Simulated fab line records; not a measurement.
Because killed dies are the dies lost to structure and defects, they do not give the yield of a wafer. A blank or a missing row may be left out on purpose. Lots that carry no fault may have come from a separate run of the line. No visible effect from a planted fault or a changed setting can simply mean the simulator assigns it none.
Chamber matching | flow n5Finfet | 4 sister chambers for N5_BEOL_M0_SAQP_ETCH_49 on rieDiel-02
The step etches SiO2 in CF4/O2, target depth 37 nm. 14 wafers are shown with their chamber, then 7 later ones without.

== WAFERS WITH THEIR CHAMBER ==
wafer  | chamber | drypumpMotorCurrentA (A) | showerheadPlenumPTorr (Torr) | throttleValvePct (%)
L074.1 | 0       | 5.10                     | 2.26                         | 15.91
L074.2 | 2       | 5.87                     | 2.23                         | 15.33
L074.5 | 0       | 5.12                     | 2.26                         | 15.90
L076.1 | 1       | 5.65                     | 2.14                         | 15.73
L076.2 | 3       | 5.33                     | 2.11                         | 15.82
L076.4 | 2       | 5.83                     | 2.23                         | 15.35
L081.3 | 3       | 5.35                     | 2.11                         | 15.84
L081.4 | 0       | 5.10                     | 2.25                         | 15.92
L081.5 | 2       | 5.84                     | 2.22                         | 15.36
L082.1 | 1       | 5.64                     | 2.14                         | 15.75
L082.2 | 3       | 5.34                     | 2.11                         | 15.83
L082.6 | 0       | 5.11                     | 2.25                         | 15.91
L085.1 | 2       | 5.84                     | 2.22                         | 15.39
L085.5 | 1       | 5.64                     | 2.14                         | 15.76

SIGNATURES, as means of the wafers listed above
reading               | chamber 0 | chamber 1 | chamber 2 | chamber 3 | scatter within a chamber
drypumpMotorCurrentA  | 5.1075    | 5.6433    | 5.8450    | 5.3400    | 0.012
showerheadPlenumPTorr | 2.2550    | 2.1400    | 2.2250    | 2.1100    | 0.00447
throttleValvePct      | 15.9100   | 15.7467   | 15.3575   | 15.8300   | 0.0166
Rule: for each reading, subtract the chamber's mean from the wafer's reading, divide by that reading's scatter and square the result; add these up over the readings and take the root, which gives the wafer's distance from the chamber. If the next closest chamber is less than 2 further off than the closest, the wafer can't be placed; otherwise it belongs to the closest. The scatter: take each reading less its chamber's mean, square it, sum over the shown wafers, divide by the number of wafers less the number of chambers, and take the root.

== WAFERS WITHOUT THEIR CHAMBER ==
wafer  | drypumpMotorCurrentA (A) | showerheadPlenumPTorr (Torr) | throttleValvePct (%)
L085.6 | 5.85                     | 2.22                         | 15.39
L088.1 | 5.67                     | 2.13                         | 15.78
L088.4 | 5.11                     | 2.25                         | 15.95
L088.5 | 5.34                     | 2.10                         | 15.87
L090.3 | 5.85                     | 2.22                         | 15.40
L090.5 | 5.82                     | 2.22                         | 15.40
L090.6 | 5.65                     | 2.13                         | 15.78

== THE CHAMBER EACH PASSED THROUGH ==
wafer  | from the rows above | in truth
L085.6 | 2                   | 2
L088.1 | 1                   | 1
L088.4 | 0                   | 0
L088.5 | 3                   | 3
L090.3 | 2                   | 2
L090.5 | 2                   | 2
L090.6 | 1                   | 1
Correct placement for 7 of the 7. From these rows, 0 cannot be placed. Number placed wrongly: 0.
